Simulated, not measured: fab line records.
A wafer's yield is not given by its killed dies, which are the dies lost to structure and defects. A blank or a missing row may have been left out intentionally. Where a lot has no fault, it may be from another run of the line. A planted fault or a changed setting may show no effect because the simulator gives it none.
Problem report, 8D (eight disciplines) form, completed by code + flow n5 finfet + the parts of the form that need people (team, actions taken, sign-off) are left out

## 1. WHAT IS WRONG
barrier field endpoint s at N5_BEOL_M7_CMP_52 reads a mean of 38.5 s on 5 wafers of 3 lots; wafers without a fault read 29.5 s with a standard deviation of 0.83. That puts it +11 standard deviations away from the usual mean.
The step: polishes, stops on SiCOH lowk, t overpolish 6.9 s, target thk 80 nm.
Earliest sighting: wafer L259.3 on cmp-01 at day 13 11:19. The record has a number at this step for 27 wafers belonging to 10 lots. By rule, "out" or "out of limits" means more than 4 standard deviations away from the usual mean. The rest of the wafers with a number are treated as sound.

## 2. WHAT THIS IS AND IS NOT
| question                    | is                                     | is not                                                                          |
|-----------------------------|----------------------------------------|---------------------------------------------------------------------------------|
| which readings at this step | barrier field endpoint s               | edge zone pressure frac, motor current A                                        |
| which lots                  | L258, L259, L260                       | L244, L246, L248, L254, L264, L265, L266                                        |
| which wafers of those lots  | L258.3, L258.6, L259.3, L260.3, L260.6 | L259.4                                                                          |
| read on which tools         | cmp-01                                 | cmp-02, cmp-04                                                                  |
| when                        | from day 13 11:19                      | up to then (13 sound wafers); but 9 sound wafers of L264, L265, L266 came after |

## 3. SUSPECTS, AND WHAT RULES EACH OUT
Counting: a tool at a process step up to the reading stays a suspect if it ran every lot that is out. Sound lots after the first of them don't rule it out here, since some wafers of a struck lot are sound.
- pecvd-01 at N5_BEOL_M7_PECVD_70 (deposits SiO2 from TEOS/O2, target thk 20 nm, time 22.7 s): kept. Ran every lot that is out, first one L259 (day 13 04:50); last sound lot up to then L246 (day 9 15:56).
- cmp-01 at N5_BEOL_M7_CMP_52 (polishes, stops on SiCOH lowk, t overpolish 6.9 s, target thk 80 nm): kept. Ran every lot that is out, first one L259 (day 13 11:19); last sound lot up to then L254 (day 12 08:58). Out on those wafers are its own readings of barrier field endpoint s.
The count leaves cmp-01 at N5_BEOL_M7_CMP_52 and pecvd-01 at N5_BEOL_M7_PECVD_70.

## 4. THE CAUSE (what the simulator had put in)
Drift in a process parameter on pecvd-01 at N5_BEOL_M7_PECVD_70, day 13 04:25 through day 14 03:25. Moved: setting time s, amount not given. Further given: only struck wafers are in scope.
After counting, 2 suspects remain, this tool included.

## 5. SEQUENCE OF EFFECTS, ordered by route
One row per reading whose mean, taken over the struck wafers that have a number, lies over 3 standard deviations from the usual. Scope: only readings with a usual standard deviation given in the record; hours: median across lots of the time from each lot's start at the first step in this table that gives one to its start at this step; sigmas: change in usual standard deviations.
| hours | step              | reading                  | usual  | on struck wafers | change | sigmas |
|-------|-------------------|--------------------------|--------|------------------|--------|--------|
| 0     | N5_BEOL_M7_CMP_52 | barrier field endpoint s | 29.5 s | 38.5             | +9.0   | +11    |
Here are the process steps it includes:
- N5_BEOL_M7_CMP_52: polishes, stops on SiCOH lowk, t overpolish 6.9 s, target thk 80 nm.

## 6. HOW IT WOULD HAVE BEEN CAUGHT EARLIER
In this record no reading fell out of limits until day 13 11:19, 7 hours after the fault had begun at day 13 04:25.
Of the tool readings at N5_BEOL_M7_PECVD_70 for which the record gives a usual standard deviation, none was out on any struck wafer, so an alarm limit of 4 standard deviations on them would not have fired.
L260, from the lots that are out (3), started N5_BEOL_M7_PECVD_70 on pecvd-01 later than day 13 11:19. It would have been spared by a hold on the tool at that moment.
